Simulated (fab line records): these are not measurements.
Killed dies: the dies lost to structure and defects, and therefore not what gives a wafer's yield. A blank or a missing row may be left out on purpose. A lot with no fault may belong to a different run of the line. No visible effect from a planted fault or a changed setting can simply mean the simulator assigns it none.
fab line records | flow n5-finfet
record lots=7 | wafers=21
route steps=1938 shown BEOL_M14@1753 BEOL_M15@1794 MIM_TOP_LITHO@1843 PAD_METAL@1896 PASSIVATION@1901
start-h: the number of hours between the record's first day and the start of the first shown wafer of the lot | wait-h: hours from the lot's prior step to this one | " as in the row above | L1.1+2: several wafers, shown together as one row | - either no value or no given start | * or withheld: withheld | < > ~ a bound
route shown NAME@n: names a module that has steps shown in the file, with the first one's number in the route | usual: average and standard deviation across the fault-free wafers | same: alike in all rows | chamber/n: place in a boat | sites: per-site readings | _std_site: their standard deviation | _edge_site: inner sites' mean taken away from outer sites' mean | radius-mm: for every site, how far away it sits from the centre of the wafer | mask NAME#n: copy n | behind: the last tool/chamber to shape the wafer | hold: cause of the lot's hold/its duration in hours/its outcome | device: which transistor (n, p or np) failed to switch | end of line: the route-end tests of the same wafers | step lacking rows: just its recipe | killed: dies that structure and defects cost at the first sort, which is not the same as the wafer's yield | map: a wafer's dies, marking killed ones x, the rest . and places with no die _
set.NAME: setting as actually run; set.NAME@STEP: the setting as run at that earlier step | model.NAME: the simulator's own value behind a step, which no gauge read
one table per step and one row per wafer, for lots whose settings were changed on purpose
## steps
# step N5_BEOL_M14_TRENCH_ETCH_34
# recipe chemistry=C4F8/O2/Ar | target=SiO2 | target-depth-a=5566.5 | mask-material=SOC | he-inner-torr=15 | he-outer-torr=30 | time-s=126.9 | ion-energy-ev=800 | pressure-mtorr=20 | source-w=1905 | bias-w=2040 | Ar_flow_sccm=400 | C4F8_flow_sccm=16 | O2_flow_sccm=12
# usual rf-vpp-V=2232/16
lot.wafer | tool        | chamber | start-h | wait-h | set.bias-w | rf-vpp-V | model.etch.depth-nm
L076.1    | rie-diel-04 | 1       | 265.72  | 0.0    | 2307       | 2431     | 579.3
L076.2    | "           | 2       | "       | "      | 2040       | 2238     | 560.8
L076.4    | "           | 0       | "       | "      | 2307       | 2468     | 568.5
L083.1    | rie-diel-04 | 3       | 297.59  | 0.0    | 2040       | 2238     | 563.6
L083.3    | "           | 1       | "       | "      | 2040       | 2232     | 561.6
L083.4    | "           | 0       | "       | "      | 1759       | 2041     | 528.6
L088.3    | rie-diel-04 | 3       | 330.41  | 0.0    | 2040       | 2236     | 561.4
L088.5    | "           | 1       | "       | "      | 1745       | 1998     | 531.6
L088.6    | "           | 0       | "       | "      | 1745       | 2029     | 525.4
L089.1    | rie-diel-05 | 0       | 341.21  | 0.0    | 2040       | 2223     | 554.3
L089.2    | "           | 1       | "       | "      | 2040       | 2248     | 551.8
L089.5    | "           | 1       | "       | "      | 2040       | 2249     | 547.1
L090.1    | rie-diel-04 | 3       | 347.67  | 0.0    | 2040       | 2236     | 564.6
L090.3    | "           | 2       | "       | "      | 2040       | 2237     | 550.8
L090.4    | "           | 1       | "       | "      | 2040       | 2233     | 560.2
L093.1    | rie-diel-04 | 1       | 355.01  | 0.0    | 2040       | 2232     | 559.4
L093.3    | "           | 2       | "       | "      | 2284       | 2418     | 579.8
L093.5    | "           | 3       | "       | "      | 2284       | 2417     | 588.5
L096.1    | rie-diel-04 | 2       | 383.19  | 0.0    | 1806       | 2053     | 542.3
L096.2    | "           | 1       | "       | "      | 2040       | 2230     | 554.7
L096.3    | "           | 3       | "       | "      | 1806       | 2052     | 545.4
# step N5_BEOL_M14_STRIP_70
# recipe chemistry=C4F8/O2/Ar | resist=SiARC | rf-frequency-hz=6e+07
# step N5_BEOL_M14_OCD_MEAS_35
# usual trench-depth-nm=555/6.1
lot.wafer | tool   | chamber | start-h | wait-h | set.bias-w@BEOL_M14_TRENCH_ETCH_34 | trench-depth-nm
L076.1    | ocd-02 | -       | 265.88  | 0.0    | 2307                               | 579
L076.2    | "      | -       | "       | "      | 2040                               | 560
L076.4    | "      | -       | "       | "      | 2307                               | 568
L083.1    | ocd-02 | -       | 297.75  | 0.0    | 2040                               | 564
L083.3    | "      | -       | "       | "      | 2040                               | 561
L083.4    | "      | -       | "       | "      | 1759                               | 529
L088.3    | ocd-01 | -       | 330.57  | 0.0    | 2040                               | 562
L088.5    | "      | -       | "       | "      | 1745                               | 532
L088.6    | "      | -       | "       | "      | 1745                               | 526
L089.1    | ocd-01 | -       | 341.37  | 0.0    | 2040                               | 554
L089.2    | "      | -       | "       | "      | 2040                               | 552
L089.5    | "      | -       | "       | "      | 2040                               | 547
L090.1    | ocd-01 | -       | 347.83  | 0.0    | 2040                               | 564
L090.3    | "      | -       | "       | "      | 2040                               | 551
L090.4    | "      | -       | "       | "      | 2040                               | 560
L093.1    | ocd-01 | -       | 355.16  | 0.0    | 2040                               | 560
L093.3    | "      | -       | "       | "      | 2284                               | 580
L093.5    | "      | -       | "       | "      | 2284                               | 589
L096.1    | ocd-02 | -       | 383.35  | 0.0    | 1806                               | 542
L096.2    | "      | -       | "       | "      | 2040                               | 555
L096.3    | "      | -       | "       | "      | 1806                               | 546
# step N5_BEOL_M14_STRIP_37
# recipe chemistry=O2 | power-w=600 | temp-c=60 | pressure-mtorr=30 | rf-frequency-hz=6e+07 | bias-power-w=0 | overash-fraction=0.3 | o2-flow-sccm=225
# step N5_BEOL_M14_ETCH_38
# recipe chemistry=CF4/N2 | target=SiCN | target-depth-a=1065 | taper-deg=2 | time-s=120.6 | ion-energy-ev=150 | mask-material=SiO2 | pressure-mtorr=40 | source-w=430 | bias-w=70 | Ar_flow_sccm=100 | cf4-flow-sccm=60 | n2-flow-sccm=60
# step N5_BEOL_M14_ECD_47
# recipe material=Cu | target-thk-a=12480
# step N5_BEOL_M14_ANNEAL_48
# recipe temp-c=225 | time-s=90 | ambient=N2
# step N5_BEOL_M14_CMP_49
# recipe stop-on=SiO2 | t-overpolish-s=5.2 | down-force-psi=2 | platen-rpm=80 | clearing-platen-down-force-psi=2 | clearing-platen-rpm=80 | post-cmp-clean=cu-alkaline | target-thk-nm=560 | clearing-platen-pad-velocity-m-s=1.5917 | pad-velocity-m-s=1.5917
lot.wafer | tool   | chamber | start-h | wait-h | set.bias-w@BEOL_M14_TRENCH_ETCH_34 | model.Cu_of_BEOL_M14_ECD_47.thk-nm
L076.1    | cmp-03 | 0       | 268.06  | 0.7    | 2307                               | 582
L076.4    | "      | 1       | "       | "      | 2307                               | 571.6
L076.2    | "      | 2       | "       | "      | 2040                               | 565.6
L083.3    | cmp-01 | 2       | 301.82  | 0.2    | 2040                               | 564
L083.4    | "      | 3       | "       | "      | 1759                               | 531.8
L083.1    | "      | 0       | "       | "      | 2040                               | 566.6
L088.3    | cmp-04 | 1       | 338.01  | 0.2    | 2040                               | 566.2
L088.6    | "      | 3       | "       | "      | 1745                               | 530.6
L088.5    | "      | 0       | "       | "      | 1745                               | 536.8
L089.1    | cmp-04 | 3       | 343.60  | 0.3    | 2040                               | 557.4
L089.2    | "      | 0       | "       | "      | 2040                               | 554.4
L089.5    | "      | 3       | "       | "      | 2040                               | 548.8
L090.4    | cmp-04 | 2       | 351.22  | 0.2    | 2040                               | 562
L090.3    | "      | 3       | "       | "      | 2040                               | 553.6
L090.1    | "      | 0       | "       | "      | 2040                               | 565.8
L093.3    | cmp-04 | 2       | 358.36  | 0.2    | 2284                               | 582.4
L093.1    | "      | 0       | "       | "      | 2040                               | 563.2
L093.5    | "      | 2       | "       | "      | 2284                               | 592.4
L096.3    | cmp-01 | 2       | 386.92  | 0.2    | 1806                               | 547.2
L096.1    | "      | 3       | "       | "      | 1806                               | 543.6
L096.2    | "      | 0       | "       | "      | 2040                               | 556
# step N5_BEOL_M14_PRE_CLEAN_52
# recipe gas=NH3 | time-s=15 | temp-c=withheld | rf-power-w=300
# step N5_BEOL_M14_DEP_53
# recipe material=SiCN | target-thk-a=500 | temp-c=withheld | precursor=3MS/NH3 | pressure-torr=3 | rf-w=675 | time-s=17.8
# step N5_BEOL_M14_RS_MEAS_54
# recipe thk-meas-gauge=four-point-probe | reads=Cu_of_BEOL_M14_ECD_47+Ta_of_BEOL_M14_SPUTTER_44+TaN_of_BEOL_M14_SPUTTER_43
# usual M14_RS=0.0333/0.00037
lot.wafer | tool          | chamber | start-h | wait-h | set.bias-w@BEOL_M14_TRENCH_ETCH_34 | M14_RS[ohm/sq]
L076.1    | film-metro-01 | -       | 268.49  | 0.0    | 2307                               | 0.0319
L076.2    | "             | -       | "       | "      | 2040                               | 0.0329
L076.4    | "             | -       | "       | "      | 2307                               | 0.0325
L083.1    | film-metro-01 | -       | 302.27  | 0.1    | 2040                               | 0.0329
L083.3    | "             | -       | "       | "      | 2040                               | 0.0330
L083.4    | "             | -       | "       | "      | 1759                               | 0.0350
L088.3    | film-metro-02 | -       | 338.36  | 0.1    | 2040                               | 0.0329
L088.5    | "             | -       | "       | "      | 1745                               | 0.0347
L088.6    | "             | -       | "       | "      | 1745                               | 0.0352
L089.1    | film-metro-02 | -       | 344.03  | 0.0    | 2040                               | 0.0334
L089.2    | "             | -       | "       | "      | 2040                               | 0.0336
L089.5    | "             | -       | "       | "      | 2040                               | 0.0339
L090.1    | film-metro-02 | -       | 351.60  | 0.0    | 2040                               | 0.0329
L090.3    | "             | -       | "       | "      | 2040                               | 0.0336
L090.4    | "             | -       | "       | "      | 2040                               | 0.0331
L093.1    | film-metro-02 | -       | 358.79  | 0.0    | 2040                               | 0.0330
L093.3    | "             | -       | "       | "      | 2284                               | 0.0320
L093.5    | "             | -       | "       | "      | 2284                               | 0.0314
L096.1    | film-metro-01 | -       | 387.34  | 0.0    | 1806                               | 0.0342
L096.2    | "             | -       | "       | "      | 2040                               | 0.0335
L096.3    | "             | -       | "       | "      | 1806                               | 0.0340
# step N5_BEOL_M15_COAT_56
# recipe resist=SOC | temp-c=250 | time-s=60 | spin-rpm=1500 | resist-thk-nm=550
lot.wafer | tool           | chamber | start-h | wait-h | set.spin-rpm | model.SOC_of_BEOL_M15_COAT_56.thk-nm
L076.1    | litho-track-04 | 0       | 269.85  | 0.0    | 1414         | 561.6
L076.2    | "              | 0       | "       | "      | 1500         | 545.4
L076.4    | "              | 0       | "       | "      | 1500         | 546.2
L083.1    | litho-track-03 | 0       | 303.75  | 0.0    | 1500         | 551.4
L083.3    | "              | 0       | "       | "      | 1664         | 523.6
L083.4    | "              | 0       | "       | "      | 1664         | 523
L088.3    | litho-track-05 | 0       | 339.62  | 0.0    | 1500         | 552.4
L088.5    | "              | 0       | "       | "      | 1500         | 551.8
L088.6    | "              | 0       | "       | "      | 1638         | 529.6
L089.1    | litho-track-05 | 0       | 345.39  | 0.0    | 1500         | 550.6
L089.2    | "              | 0       | "       | "      | 1500         | 548.2
L089.5    | "              | 0       | "       | "      | 1500         | 549
L090.1+4  | litho-track-04 | 0       | 352.84  | 0.0    | 1500         | 547.4
L090.3    | "              | 0       | "       | "      | 1500         | 548
L093.1    | litho-track-03 | 0       | 360.23  | 0.0    | 1500         | 549.2
L093.3    | "              | 0       | "       | "      | 1384         | 573.4
L093.5    | "              | 0       | "       | "      | 1500         | 549.8
L096.1    | litho-track-04 | 0       | 388.71  | 0.0    | 1654         | 524.4
L096.2+3  | "              | 0       | "       | "      | 1500         | 549.6
# step N5_BEOL_M15_EXPOSE_25
# recipe mask-id=M15 | na=0.8 | source-shape=annular | sigma-inner=0.5 | sigma-outer=0.8 | polarization=unpolarized | target-cd-nm=400 | dose-mj=35.5
lot.wafer  | tool           | chamber | start-h | wait-h | mask  | set.dose-mj
L076.1+2   | krf-scanner-02 | 0       | 270.52  | -      | M15#0 | 37.07
L076.4     | "              | 0       | "       | "      | M15#0 | 35.5
L083.1     | krf-scanner-01 | 0       | 304.42  | -      | M15#0 | 33.41
L083.3+4   | "              | 0       | "       | "      | M15#0 | 35.5
L088.3     | krf-scanner-02 | 0       | 340.34  | -      | M15#0 | 36.71
L088.5+6   | "              | 0       | "       | "      | M15#0 | 35.5
L089.1+2+5 | krf-scanner-01 | 0       | 346.18  | -      | M15#0 | 35.5
L090.1     | krf-scanner-01 | 0       | 353.57  | -      | M15#0 | 37.69
L090.3+4   | "              | 0       | "       | "      | M15#0 | 35.5
L093.1+3+5 | krf-scanner-02 | 0       | 361.45  | -      | M15#0 | 35.5
L096.1+2   | krf-scanner-01 | 0       | 389.54  | -      | M15#0 | 35.5
L096.3     | "              | 0       | "       | "      | M15#0 | 36.22
# step N5_BEOL_M15_PEB_26
# recipe peb-temp-c=130 | peb-time-s=90
# step N5_BEOL_M15_DEVELOP_27
# recipe develop-time-s=45 | rinse-liquid=diw | dry=air-spin | dev-temp-c=21
# step N5_BEOL_M15_HARDBAKE_32
# recipe temp-c=130 | time-s=120
# step N5_BEOL_M15_CD_MEAS_28
# recipe target-cd-nm=407.6 | landing-energy-ev=500 | detector=se-inlens
# usual cd-nm=407.3/1.8
lot.wafer | tool      | chamber | start-h | wait-h | set.dose-mj@BEOL_M15_EXPOSE_25 | cd-nm
L076.1    | cd-sem-01 | 0       | 270.69  | -      | 37.07                          | 414.1
L076.2    | "         | 0       | "       | "      | 37.07                          | 412.7
L076.4    | "         | 0       | "       | "      | 35.5                           | 408.3
L083.1    | cd-sem-01 | 0       | 304.59  | -      | 33.41                          | 399.4
L083.3    | "         | 0       | "       | "      | 35.5                           | 407.6
L083.4    | "         | 0       | "       | "      | 35.5                           | 407.8
L088.3    | cd-sem-03 | 0       | 340.51  | -      | 36.71                          | 412.6
L088.5    | "         | 0       | "       | "      | 35.5                           | 407.0
L088.6    | "         | 0       | "       | "      | 35.5                           | 409.2
L089.1    | cd-sem-03 | 0       | 346.35  | -      | 35.5                           | 407.5
L089.2    | "         | 0       | "       | "      | 35.5                           | 408.6
L089.5    | "         | 0       | "       | "      | 35.5                           | 407.5
L090.1    | cd-sem-02 | 0       | 353.74  | -      | 37.69                          | 415.3
L090.3    | "         | 0       | "       | "      | 35.5                           | 406.9
L090.4    | "         | 0       | "       | "      | 35.5                           | 403.8
L093.1    | cd-sem-02 | 0       | 361.62  | -      | 35.5                           | 407.4
L093.3    | "         | 0       | "       | "      | 35.5                           | 408.2
L093.5    | "         | 0       | "       | "      | 35.5                           | 409.1
L096.1    | cd-sem-03 | 0       | 389.71  | -      | 35.5                           | 405.4
L096.2    | "         | 0       | "       | "      | 35.5                           | 404.3
L096.3    | "         | 0       | "       | "      | 36.22                          | 407.0
# step N5_BEOL_M15_DESCUM_33
# recipe chemistry=O2 | time-s=7.9 | source-power-w=50 | bias-power-w=20 | pressure-mtorr=20 | rf-frequency-hz=2.712e+07 | temp-c=40 | o2-flow-sccm=225
lot.wafer | tool        | chamber | start-h | wait-h | set.dose-mj@BEOL_M15_EXPOSE_25 | model.BEOL_M15.cd-nm
L076.1    | rie-diel-01 | 3       | 270.85  | 0.1    | 37.07                          | 413.8
L076.2    | "           | 0       | "       | "      | 37.07                          | 412.6
L076.4    | "           | 1       | "       | "      | 35.5                           | 408.2
L083.1    | rie-diel-02 | 2       | 304.68  | 0.0    | 33.41                          | 399.6
L083.3    | "           | 0       | "       | "      | 35.5                           | 407.6
L083.4    | "           | 1       | "       | "      | 35.5                           | 408
L088.3    | rie-diel-01 | 1       | 341.26  | 0.7    | 36.71                          | 412.6
L088.5    | "           | 1       | "       | "      | 35.5                           | 407.2
L088.6    | "           | 2       | "       | "      | 35.5                           | 409
L089.1+5  | rie-diel-03 | 0       | 346.70  | 0.3    | 35.5                           | 407.2
L089.2    | "           | 3       | "       | "      | 35.5                           | 408.4
L090.1    | rie-diel-02 | 3       | 353.83  | 0.0    | 37.69                          | 415.4
L090.3    | "           | 0       | "       | "      | 35.5                           | 407.4
L090.4    | "           | 1       | "       | "      | 35.5                           | 403.8
L093.1    | rie-diel-02 | 2       | 361.71  | 0.0    | 35.5                           | 407.4
L093.3    | "           | 1       | "       | "      | 35.5                           | 408.4
L093.5    | "           | 2       | "       | "      | 35.5                           | 408.6
L096.1    | rie-diel-02 | 0       | 389.80  | 0.0    | 35.5                           | 405.2
L096.2    | "           | 2       | "       | "      | 35.5                           | 404.4
L096.3    | "           | 1       | "       | "      | 36.22                          | 407
# step N5_BEOL_M15_ETCH_61
# recipe chemistry=N2/H2 | target=BARC | target-depth-a=890 | overetch-a=267 | time-s=67.9 | ion-energy-ev=200 | pressure-mtorr=30 | source-w=840 | bias-w=150 | n2-flow-sccm=200 | h2-flow-sccm=200
lot.wafer | tool        | chamber | start-h | wait-h | set.dose-mj@BEOL_M15_EXPOSE_25 | model.BEOL_M15.cd-nm
L076.1    | rie-diel-01 | 3       | 270.89  | 0.0    | 37.07                          | 406.2
L076.2    | "           | 0       | "       | "      | 37.07                          | 405.2
L076.4    | "           | 1       | "       | "      | 35.5                           | 400.4
L083.1    | rie-diel-02 | 2       | 304.71  | 0.0    | 33.41                          | 392
L083.3    | "           | 0       | "       | "      | 35.5                           | 401
L083.4    | "           | 1       | "       | "      | 35.5                           | 400.8
L088.3    | rie-diel-01 | 1       | 341.30  | 0.0    | 36.71                          | 405
L088.5    | "           | 1       | "       | "      | 35.5                           | 399
L088.6    | "           | 2       | "       | "      | 35.5                           | 402
L089.1    | rie-diel-03 | 0       | 346.73  | 0.0    | 35.5                           | 399.2
L089.2    | "           | 3       | "       | "      | 35.5                           | 401.8
L089.5    | "           | 0       | "       | "      | 35.5                           | 399.8
L090.1    | rie-diel-02 | 3       | 353.86  | 0.0    | 37.69                          | 409
L090.3    | "           | 0       | "       | "      | 35.5                           | 399.8
L090.4    | "           | 1       | "       | "      | 35.5                           | 396.2
L093.1    | rie-diel-02 | 2       | 361.74  | 0.0    | 35.5                           | 400.4
L093.3    | "           | 1       | "       | "      | 35.5                           | 401.2
L093.5    | "           | 2       | "       | "      | 35.5                           | 401.6
L096.1    | rie-diel-02 | 0       | 389.84  | 0.0    | 35.5                           | 397.6
L096.2    | "           | 2       | "       | "      | 35.5                           | 396.8
L096.3    | "           | 1       | "       | "      | 36.22                          | 399.8
# step N5_MIM_TOP_LITHO_EXPOSE_05
# recipe mask-id=MIM_TOP | na=0.55 | source-shape=conventional | sigma-outer=0.8 | polarization=unpolarized | target-cd-nm=2000 | dose-mj=20.5
lot.wafer  | tool           | chamber | start-h | wait-h | mask      | set.dose-mj
L076.1+2+4 | krf-scanner-01 | 0       | 276.99  | -      | MIM_TOP#0 | 20.5
L083.1+3   | krf-scanner-01 | 0       | 313.60  | -      | MIM_TOP#0 | 21.44
L083.4     | "              | 0       | "       | "      | MIM_TOP#0 | 20.5
L088.3+6   | krf-scanner-02 | 0       | 349.55  | -      | MIM_TOP#0 | 20.5
L088.5     | "              | 0       | "       | "      | MIM_TOP#0 | 21.7
L089.1+2+5 | krf-scanner-02 | 0       | 355.67  | -      | MIM_TOP#0 | 20.5
L090.1+4   | krf-scanner-01 | 0       | 361.21  | -      | MIM_TOP#0 | 21.06
L090.3     | "              | 0       | "       | "      | MIM_TOP#0 | 20.5
L093.1+5   | krf-scanner-02 | 0       | 369.87  | -      | MIM_TOP#0 | 20.5
L093.3     | "              | 0       | "       | "      | MIM_TOP#0 | 19.9
L096.1     | krf-scanner-01 | 0       | 400.25  | -      | MIM_TOP#0 | 21.77
L096.2+3   | "              | 0       | "       | "      | MIM_TOP#0 | 20.5
# step N5_MIM_TOP_LITHO_PEB_06
# recipe peb-temp-c=withheld | peb-time-s=*
# step N5_MIM_TOP_LITHO_DEVELOP_07
# recipe develop-time-s=60 | rinse-liquid=diw | dry=air-spin | dev-temp-c=21
# step N5_MIM_TOP_LITHO_HARDBAKE_09
# recipe temp-c=130 | time-s=120
# step N5_MIM_TOP_LITHO_CD_MEAS_08
# recipe target-cd-nm=2000 | landing-energy-ev=500 | detector=se-inlens
# usual cd-nm=1999.7/1.6
lot.wafer | tool      | chamber | start-h | wait-h | set.dose-mj@MIM_TOP_LITHO_EXPOSE_05 | cd-nm
L076.1    | cd-sem-01 | 0       | 277.16  | -      | 20.5                                | 1997.1
L076.2    | "         | 0       | "       | "      | 20.5                                | 1996.6
L076.4    | "         | 0       | "       | "      | 20.5                                | 1997.6
L083.1    | cd-sem-03 | 0       | 313.77  | -      | 21.44                               | 1995.1
L083.3    | "         | 0       | "       | "      | 21.44                               | 1994.1
L083.4    | "         | 0       | "       | "      | 20.5                                | 2002.5
L088.3    | cd-sem-03 | 0       | 349.71  | -      | 20.5                                | 1999.5
L088.5    | "         | 0       | "       | "      | 21.7                                | 1991.2
L088.6    | "         | 0       | "       | "      | 20.5                                | 2000.3
L089.1    | cd-sem-01 | 0       | 355.85  | -      | 20.5                                | 1997.5
L089.2    | "         | 0       | "       | "      | 20.5                                | 2000.9
L089.5    | "         | 0       | "       | "      | 20.5                                | 2000.0
L090.1    | cd-sem-02 | 0       | 361.39  | -      | 21.06                               | 1993.9
L090.3    | "         | 0       | "       | "      | 20.5                                | 2000.8
L090.4    | "         | 0       | "       | "      | 21.06                               | 1995.1
L093.1    | cd-sem-02 | 0       | 370.05  | -      | 20.5                                | 2000.4
L093.3    | "         | 0       | "       | "      | 19.9                                | 2005.6
L093.5    | "         | 0       | "       | "      | 20.5                                | 1999.6
L096.1    | cd-sem-03 | 0       | 400.43  | -      | 21.77                               | 1989.1
L096.2    | "         | 0       | "       | "      | 20.5                                | 1999.5
L096.3    | "         | 0       | "       | "      | 20.5                                | 2000.5
# step N5_PASSIVATION_AL_DEP_21
# recipe material=Al | target-thk-a=28000 | temp-c=400 | time-s=170 | power-w=30000 | chamber-pressure-pa=0.4 | gas=Ar
lot.wafer | tool           | chamber | start-h | wait-h | set.time-s | model.Al_of_PASSIVATION_AL_DEP_21.thk-nm
L076.1    | pvd-sputter-02 | -       | 280.82  | 0.1    | 170        | 2796
L076.2    | "              | -       | "       | "      | 191.1      | 3157
L076.4    | "              | -       | "       | "      | 191.1      | 3136
L083.1    | pvd-sputter-01 | -       | 317.89  | 0.1    | 170        | 2810
L083.3    | "              | -       | "       | "      | 190.7      | 3164
L083.4    | "              | -       | "       | "      | 170        | 2813
L088.3    | pvd-sputter-03 | -       | 355.18  | 0.1    | 180.3      | 2953
L088.5    | "              | -       | "       | "      | 170        | 2797
L088.6    | "              | -       | "       | "      | 170        | 2791
L089.1    | pvd-sputter-03 | -       | 362.72  | 0.1    | 170        | 2797
L089.2    | "              | -       | "       | "      | 170        | 2804
L089.5    | "              | -       | "       | "      | 170        | 2790
L090.1    | pvd-sputter-02 | -       | 365.69  | 0.1    | 170        | 2783
L090.3    | "              | -       | "       | "      | 160.7      | 2626
L090.4    | "              | -       | "       | "      | 170        | 2774
L093.1    | pvd-sputter-03 | -       | 375.29  | 0.1    | 170        | 2845
L093.3    | "              | -       | "       | "      | 170        | 2853
L093.5    | "              | -       | "       | "      | 170        | 2826
L096.1    | pvd-sputter-03 | -       | 404.95  | 0.1    | 170        | 2838
L096.2    | "              | -       | "       | "      | 157.6      | 2614
L096.3    | "              | -       | "       | "      | 170        | 2805
# step N5_PASSIVATION_EXPOSE_27
# recipe mask-id=PAD | na=0.55 | source-shape=conventional | sigma-outer=0.8 | polarization=unpolarized | defocus-nm=0 | dose-mj=32.3
lot.wafer  | tool           | chamber | start-h | wait-h | mask  | set.dose-mj
L076.1+4   | krf-scanner-01 | 0       | 281.24  | -      | PAD#0 | 32.3
L076.2     | "              | 0       | "       | "      | PAD#0 | 34
L083.1     | krf-scanner-01 | 0       | 318.19  | -      | PAD#0 | 32.3
L083.3+4   | "              | 0       | "       | "      | PAD#0 | 31.61
L088.3+5   | krf-scanner-02 | 0       | 355.61  | -      | PAD#0 | 31.38
L088.6     | "              | 0       | "       | "      | PAD#0 | 32.3
L089.1+2+5 | krf-scanner-01 | 0       | 363.01  | -      | PAD#0 | 32.3
L090.1     | krf-scanner-01 | 0       | 365.99  | -      | PAD#0 | 30.13
L090.3+4   | "              | 0       | "       | "      | PAD#0 | 32.3
L093.1+3+5 | krf-scanner-02 | 0       | 375.58  | -      | PAD#0 | 32.3
L096.1+2+3 | krf-scanner-02 | 0       | 405.37  | -      | PAD#0 | 32.3
# step N5_PASSIVATION_PEB_28
# recipe peb-temp-c=withheld | peb-time-s=*
# step N5_PASSIVATION_DEVELOP_29
# recipe develop-time-s=60 | rinse-liquid=diw | dry=air-spin | dev-temp-c=21
# step N5_PASSIVATION_HARDBAKE_31
# recipe temp-c=130 | time-s=120
# step N5_PASSIVATION_CD_MEAS_30
# recipe target-cd-nm=4000 | landing-energy-ev=500 | detector=se-inlens | polarity=opening
# usual cd-nm=3999.6/1.7
lot.wafer | tool      | chamber | start-h | wait-h | set.dose-mj@PASSIVATION_EXPOSE_27 | cd-nm
L076.1    | cd-sem-03 | 0       | 281.42  | -      | 32.3                              | 3997.8
L076.2    | "         | 0       | "       | "      | 34                                | 4006.9
L076.4    | "         | 0       | "       | "      | 32.3                              | 3997.8
L083.1    | cd-sem-02 | 0       | 318.37  | -      | 32.3                              | 4000.3
L083.3    | "         | 0       | "       | "      | 31.61                             | 3994.5
L083.4    | "         | 0       | "       | "      | 31.61                             | 3998.2
L088.3    | cd-sem-02 | 0       | 355.78  | -      | 31.38                             | 3992.3
L088.5    | "         | 0       | "       | "      | 31.38                             | 3994.6
L088.6    | "         | 0       | "       | "      | 32.3                              | 3999.4
L089.1    | cd-sem-01 | 0       | 363.19  | -      | 32.3                              | 3999.5
L089.2    | "         | 0       | "       | "      | 32.3                              | 3998.3
L089.5    | "         | 0       | "       | "      | 32.3                              | 3998.7
L090.1    | cd-sem-02 | 0       | 366.16  | -      | 30.13                             | 3989.3
L090.3    | "         | 0       | "       | "      | 32.3                              | 4001.6
L090.4    | "         | 0       | "       | "      | 32.3                              | 3999.7
L093.1    | cd-sem-02 | 0       | 375.76  | -      | 32.3                              | 3999.7
L093.3    | "         | 0       | "       | "      | 32.3                              | 4000.7
L093.5    | "         | 0       | "       | "      | 32.3                              | 3997.9
L096.1    | cd-sem-03 | 0       | 405.54  | -      | 32.3                              | 3999.3
L096.2    | "         | 0       | "       | "      | 32.3                              | 3999.3
L096.3    | "         | 0       | "       | "      | 32.3                              | 4000.4
## key
split step=N5_BEOL_M14_TRENCH_ETCH_34 | setting=bias-w | stated=2040 | by=wafer
response step=N5_BEOL_M14_TRENCH_ETCH_34 | reading=rf-vpp-V | change=+15.3 | per=1% | r=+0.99
response step=N5_BEOL_M14_TRENCH_ETCH_34 | reading=model.etch.depth-nm | change=+1.82 | per=1% | r=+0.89
response step=N5_BEOL_M14_OCD_MEAS_35 | reading=trench-depth-nm | change=+1.81 | per=1% | r=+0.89
response step=N5_BEOL_M14_CMP_49 | reading=model.Cu_of_BEOL_M14_ECD_47.thk-nm | change=+1.76 | per=1% | r=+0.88
response step=N5_BEOL_M14_RS_MEAS_54 | reading=M14_RS | change=-0.000107 | per=1% | r=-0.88
split step=N5_BEOL_M15_COAT_56 | setting=spin-rpm | stated=1500 | by=wafer
response step=N5_BEOL_M15_COAT_56 | reading=model.SOC_of_BEOL_M15_COAT_56.thk-nm | change=-2.61 | per=1% | r=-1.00
split step=N5_BEOL_M15_EXPOSE_25 | setting=dose-mj | stated=35.5 | by=wafer
response step=N5_BEOL_M15_CD_MEAS_28 | reading=cd-nm | change=+1.41 | per=1% | r=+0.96
response step=N5_BEOL_M15_DESCUM_33 | reading=model.BEOL_M15.cd-nm | change=+1.39 | per=1% | r=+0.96
response step=N5_BEOL_M15_ETCH_61 | reading=model.BEOL_M15.cd-nm | change=+1.52 | per=1% | r=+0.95
split step=N5_MIM_TOP_LITHO_EXPOSE_05 | setting=dose-mj | stated=20.5 | by=wafer
response step=N5_MIM_TOP_LITHO_CD_MEAS_08 | reading=cd-nm | change=-1.72 | per=1% | r=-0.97
split step=N5_PASSIVATION_AL_DEP_21 | setting=time-s | stated=170 | by=wafer
response step=N5_PASSIVATION_AL_DEP_21 | reading=model.Al_of_PASSIVATION_AL_DEP_21.thk-nm | change=+28.3 | per=1% | r=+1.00
split step=N5_PASSIVATION_EXPOSE_27 | setting=dose-mj | stated=32.3 | by=wafer
response step=N5_PASSIVATION_CD_MEAS_30 | reading=cd-nm | change=+1.75 | per=1% | r=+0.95
